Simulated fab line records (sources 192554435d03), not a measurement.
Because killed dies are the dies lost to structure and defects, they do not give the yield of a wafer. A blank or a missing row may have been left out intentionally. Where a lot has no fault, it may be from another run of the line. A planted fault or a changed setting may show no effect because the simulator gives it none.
Comparing a struck lot with a sound one	flow n5Finfet	38 out of 1938 route steps
Sound: the wafers L336.1, L336.2, L336.3. Struck: wafer L345.1. (L345.3, L345.4 of the same lot were not struck and are left out.) The cause comes at the end.
Per side, at each step with rows, come the tool, then ch with its chambers, and then its first start. Under that, the readings that differ: sound wafers	struck wafers	difference of the means	sigmas: that difference in standard deviations of wafers without a fault.
alike: readings with means less than 2 such deviations apart, plus words and numbers identical on both sides. not compared: withheld readings, readings lacking a value on some wafer, bounds such as >300 that could conceal the same value, and numbers that have no deviation in the record and whose values overlap.
The two part at a step that has a row with sigmas, a row that says differs or no value, or rows on one side only. When numbers do not overlap yet have no deviation, they are printed without sigmas and do not part them. A reading missing from all wafers of one side parts the sides only when that side holds two or more wafers.

first, 9 steps without rows for these wafers: N5_BEOL_M9_DESCUM_33 (chemistry O2, time 7 s); N5_BEOL_M9_ETCH_76 (etches underlayer in N2/H2, target depth 6.5 nm, time 5.2 s); N5_BEOL_M9_ETCH_65 (etches SiARC in CF4, target depth 15.6 nm, time 26 s); N5_BEOL_M9_ETCH_66 (etches SOC in N2/H2, target depth 80 nm, overetch 16 nm, time 120 s); N5_BEOL_M9_STRIP_69 (strips in N2/H2); N5_BEOL_M9_STRIP_77 (strips in N2/H2); N5_BEOL_M9_VIA_ETCH_34 (etches SiCOH lowk in C4F6/O2, target depth 182.4 nm, time 68.4 s); N5_BEOL_M9_STRIP_73 (strips in C4F6/O2); N5_BEOL_M9_STRIP_36 (strips in N2/H2).
N5_BEOL_M9_TRENCH_ETCH_37: etches SiCOH lowk in C4F6/O2, target depth 151.43 nm, time 49 s.
  sound on rieDiel-02 ch 0,2,3, day 14 21:33; struck on rieDiel-02 ch 2, day 17 16:28
reading	sound	struck	difference	sigmas
oesProductAu (a.u.)	0.95 0.78 0.92	1.19	+0.31	+4
model.etch.depthNm (nm)	148.7 147.1 152.9	232.5	+82.9	
model.BEOL_M9.featureDepthNm (nm)	148.6 147 152.8	232.4	+82.9	
model.TiN_of_BEOL_M9_HM_DEP_02.thkNm (nm)	15.6 15.8 15.6	13.6	-2.1	
  alike: drypumpMotorCurrentA, rfVppV, showerheadPlenumPTorr, throttleValvePct
  not compared: rfHoursCounterH
then, 2 steps without rows for these wafers: N5_BEOL_M9_ETCH_41 (etches SiCN in CH3F/O2, target depth 36.6 nm, time 70.1 s); N5_BEOL_M9_STRIP_80 (strips in N2/H2, time 10 s).
N5_BEOL_M9_OCD_MEAS_38:
  sound on ocd-01, day 14 21:44; struck on ocd-01, day 17 16:38
reading	sound	struck	difference	sigmas
trenchDepthNm (nm)	149 147 153	232	+82	+24
then, 13 steps without rows for these wafers: N5_BEOL_M9_HM_STRIP_39 (strips TiN in peroxide tin strip, target depth 25 nm, time 158 s); N5_BEOL_M9_SRD_40 (time 30 s); N5_BEOL_M9_PRECLEAN_42 (cleans in residue remover, time 60 s); N5_BEOL_M9_SRD_43 (time 30 s); N5_BEOL_M9_CURE_72 (cures SiCOH lowk, time 120 s); N5_BEOL_M9_DEGAS_44 (time 60 s); N5_BEOL_M9_PRE_CLEAN_45 (time 30 s); N5_BEOL_M9_ALD_74 (deposits TaN, target thk 2 nm, pulse time 2 s, purge time 3 s); N5_BEOL_M9_SURFACE_TREAT_79; N5_BEOL_M9_CVD_78 (deposits Co from CCTBA/H2, target thk 2 nm, time 138.9 s); N5_BEOL_M9_SPUTTER_48 (material Cu, target thk 12 nm, time 2 s); N5_BEOL_M9_ECD_50 (material Cu, target thk 318 nm); N5_BEOL_M9_ANNEAL_51 (time 90 s).
N5_BEOL_M9_CMP_52: polishes, stops on SiCOH lowk, t overpolish 7 s, target thk 140 nm.
  sound on cmp-04 ch 0,2,3, day 14 23:46; struck on cmp-04 ch 1, day 17 18:52
reading	sound	struck	difference	sigmas
model.Cu_of_BEOL_M9_ECD_50.thkNm (nm)	136.4 135.8 139.6	223.2	+85.9	
  alike: motorCurrentA, slurryFilterDpKPa
N5_BEOL_M9_THK_MEAS_53: measures by xrf.
  sound on filmMetro-02, day 15 00:04; struck on filmMetro-02, day 17 19:10
reading	sound	struck	difference	sigmas
M9_THK (nm)	138 137 141	224	+85	+22
then, 2 steps without rows for these wafers: N5_BEOL_M9_PRE_CLEAN_55 (time 15 s); N5_BEOL_M9_DEP_56 (deposits SiCN from 3MS/NH3, target thk 15 nm, time 26.5 s).
N5_BEOL_M9_RS_MEAS_57: the measuring method here is four-point-probe.
  sound on filmMetro-01, day 15 00:11; struck on filmMetro-01, day 17 19:18
reading	sound	struck	difference	sigmas
M9_RS (ohm/sq)	0.155 0.156 0.151	0.091	-0.063	-14
then, 5 steps without rows for these wafers: N5_BEOL_M10_ILD_DEP_00 (deposits SiCOH lowk from DEMS/porogen, target thk 308.51 nm, time 58 s); N5_BEOL_M10_CURE_71 (cures SiCOH lowk, time 240 s); N5_BEOL_M10_PECVD_70 (deposits SiO2 from TEOS/O2, target thk 20 nm, time 22.7 s); N5_BEOL_M10_HM_DEP_02 (deposits TiN, target thk 20 nm); N5_BEOL_M10_COAT_59 (time 60 s, resist thk 100 nm).
-- a jump in the record: the struck wafers' starts before and after are 2 days apart (it breaks off in module BEOL_M10 and resumes in module BEOL_M15, where the first step shown is number 1830 of the route) --
N5_BEOL_M15_RC_MEAS_101:
  sound on prober-02 ch 0, day 17 09:27; struck on prober-02 ch 0, day 20 00:14
reading	sound	struck	difference	sigmas
COMB_M10_max_site (S/m)	2.7e-11 3.5e-11 1.8e-11	1.6e-11	-1.1e-11	-2
SERP_M10 (ohm/um)	3.05 3.04 2.98	3.28	+0.26	+2
SERP_M9 (ohm/um)	3.24 3.25 3.03	1.87	-1.30	-12
SERP_M9_max_site (ohm/um)	3.31 3.35 3.08	1.91	-1.34	-11
  alike: COMB_M10, COMB_M11, COMB_M12, COMB_M13, COMB_M14, COMB_M15, COMB_M5, COMB_M6, COMB_M7, COMB_M8, SERP_M11, SERP_M12, SERP_M13, SERP_M13_max_site, SERP_M14, SERP_M5, SERP_M6, SERP_M7, SERP_M8
N5_PASSIVATION_PROBE_49:
  sound on prober-02, day 18 02:38; struck on prober-02, day 20 13:01
reading	sound	struck	difference	sigmas
defectLimitedYield (%)	92.1 89.4 92.8	86.3	-5.1	-3
killed_at_M4_up	13 15 8	74	+62	+11
killedDies	93 125 85	162	+61	+3
sortNPass	1087 1055 1095	1018	-61	-3
sortYieldPct (%)	92.1 89.4 92.8	86.3	-5.1	-3
  alike: killed_at_M0_to_M3, killedAtContacts, killedAtFrontEnd, killedAtOther, killedOnRim, killedOpen, killedShort, sort_bin_5_function, sort_bin_6_memory, sort_bin_8_speed

## WHERE THEY PART
Last at N5_PASSIVATION_PROBE_49 as far as this record goes, first at N5_BEOL_M9_TRENCH_ETCH_37.

WHY: whatever the simulator had introduced
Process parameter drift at N5_BEOL_M9_TRENCH_ETCH_37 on rieDiel-02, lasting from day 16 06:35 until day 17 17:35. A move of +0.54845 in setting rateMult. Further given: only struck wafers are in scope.
